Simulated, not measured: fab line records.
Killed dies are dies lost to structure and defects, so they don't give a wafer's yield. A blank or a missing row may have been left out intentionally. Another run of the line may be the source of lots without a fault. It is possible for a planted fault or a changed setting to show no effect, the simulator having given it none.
Matching of chambers || flow n5 finfet || 4 sister chambers for N5_BEOL_M7_STRIP_36 on rie diel-01
The step strips in N2/H2. 4 wafers are shown with their chamber, then 8 later ones without.

WAFERS PAIRED WITH THEIR CHAMBERS
{"wafer": "L083.3", "chamber": 3, "showerhead plenum p Torr (Torr)": 2.56}
{"wafer": "L085.1", "chamber": 2, "showerhead plenum p Torr (Torr)": 2.45}
{"wafer": "L085.4", "chamber": 0, "showerhead plenum p Torr (Torr)": 2.69}
{"wafer": "L088.1", "chamber": 1, "showerhead plenum p Torr (Torr)": 2.40}

WAFERS WHOSE CHAMBER IS MISSING
{"wafer": "L088.3", "showerhead plenum p Torr (Torr)": 2.55}
{"wafer": "L088.5", "showerhead plenum p Torr (Torr)": 2.45}
{"wafer": "L090.1", "showerhead plenum p Torr (Torr)": 2.39}
{"wafer": "L090.2", "showerhead plenum p Torr (Torr)": 2.68}
{"wafer": "L090.6", "showerhead plenum p Torr (Torr)": 2.55}
{"wafer": "L091.2", "showerhead plenum p Torr (Torr)": 2.68}
{"wafer": "L091.3", "showerhead plenum p Torr (Torr)": 2.39}
{"wafer": "L091.4", "showerhead plenum p Torr (Torr)": 2.55}

EACH ONE'S CHAMBER
{"wafer": "L088.3", "from the rows above": 3, "in truth": 3}
{"wafer": "L088.5", "from the rows above": 2, "in truth": 2}
{"wafer": "L090.1", "from the rows above": 1, "in truth": 1}
{"wafer": "L090.2", "from the rows above": 0, "in truth": 0}
{"wafer": "L090.6", "from the rows above": 3, "in truth": 3}
{"wafer": "L091.2", "from the rows above": 0, "in truth": 0}
{"wafer": "L091.3", "from the rows above": 1, "in truth": 1}
{"wafer": "L091.4", "from the rows above": 3, "in truth": 3}
Correctly placed: 8 of 8. Not placeable from these rows: 0. 0 placed wrongly.
How it was worked out, from the rows above alone: a wafer's distance from a chamber is the root of the sum, over the readings, of the square of ((its reading less the chamber's mean) divided by the reading's scatter). The wafer belongs to the nearest chamber; if the next one is less than 2 further off, it can't be placed. The mean given for a chamber averages the wafers shown for that chamber. The scatter (one wafer shown for each chamber): square how far every hidden wafer sits from the nearest shown wafer, average those squares and take the square root.
